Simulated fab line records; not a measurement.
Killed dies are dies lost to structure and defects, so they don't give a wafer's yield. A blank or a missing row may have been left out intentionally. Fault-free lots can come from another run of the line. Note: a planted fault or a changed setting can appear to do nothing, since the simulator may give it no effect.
One fault through the eyes of 2 desks ; flow n5-finfet ; what lay behind the numbers comes last; until then each desk has only its own

THE METROLOGY DESK
What the gauges read, lot by lot, whatever tool the lot ran on: means of the sampled wafers that have a number. The brackets show how far a lot's mean lies from the usual mean; more than 4 standard deviations puts the lot out of limits, marked OUT. Readings shown: 7 of its 10, picked as those furthest out on some lot.
Columns: A = DIBL_N at N5_BEOL_M4_RC_MEAS_101, usual 36.8 mV/V; B = DIBL_P at N5_BEOL_M4_RC_MEAS_101, usual 37.1 mV/V; C = IOFF_N at N5_BEOL_M4_RC_MEAS_101, usual 0.168 nA/um; D = IOFF_P at N5_BEOL_M4_RC_MEAS_101, usual 0.22 nA/um; E = ION_N at N5_BEOL_M4_RC_MEAS_101, usual 679 uA/um; F = SS_P at N5_BEOL_M4_RC_MEAS_101, usual 73.5 mV/dec; G = VT_P at N5_BEOL_M4_RC_MEAS_101, usual -250 mV
lot;first seen here;A;B;C;D;E;F;G
L166;day 7 12:11;37.3;38.3;0.184;0.22;675;74.0;-251
L170;day 8 11:34;37.0;38.6;0.172;0.24;681;73.1;-249
L168;day 8 13:29;37.0;36.1;0.147;0.20;675;73.3;-251
L172;day 9 06:04;35.5;37.1;0.172;0.22;678;73.4;-248
L176;day 10 00:07;38.6;39.9;0.210;0.24;678;74.3;-251
L177;day 10 21:23;34.5;33.3;0.132;0.17;667;73.1;-254
L187;day 13 00:08;37.8;37.8;0.188;0.24;698;73.6;-249
L189;day 14 02:40;37.0;36.8;0.158;0.22;674;72.9;-248
This desk found nothing out of limits on any of the 8 lots.

TOOL OWNER'S DESK, litho-track-03
The tool's own readings at N5_GATE_CUT_COAT_27 (time 60 s, resist thk 10 nm): means of the sampled wafers that have a number, for each lot that ran on this tool. The brackets show how far a lot's mean lies from the usual mean; more than 4 standard deviations puts the lot out of limits, marked OUT.
Columns: A = spin-speed-rpm at N5_GATE_CUT_COAT_27, usual 1499.8 rpm
lot;first seen here;A
L168;day 5 02:30;1500.1
L170;day 5 12:02;1500.2
L172;day 6 01:16;1498.7
L176;day 7 05:28;1387.5 (-99 or more) OUT
L177;day 7 06:13;1387.5 (-99 or more) OUT
L189;day 10 04:28;1501.2
Finding of this desk: L176, L177 out of limits; the first was L176 at day 7 05:28, on spin-speed-rpm at N5_GATE_CUT_COAT_27. L168, L170, L172, L189 stayed within limits.

BROUGHT TOGETHER
On L176, L177, at day 7 05:28, an alarm was possible from the tool owner's desk.
From the metrology desk's view, nothing was out of limits.
The metrology desk holds a record of L176, L177, inside its limits.
N5_GATE_CUT_COAT_27 was run on litho-track-03 by each of the lots named.

WHAT THE SIMULATOR HAD INSERTED
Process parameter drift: litho-track-03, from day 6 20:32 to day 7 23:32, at N5_GATE_CUT_COAT_27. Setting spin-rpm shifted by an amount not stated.
Lots struck among those shown: L176, L177.
Time in hours from fault onset to the first out-of-limits reading at each desk: the tool owner's desk, 9.
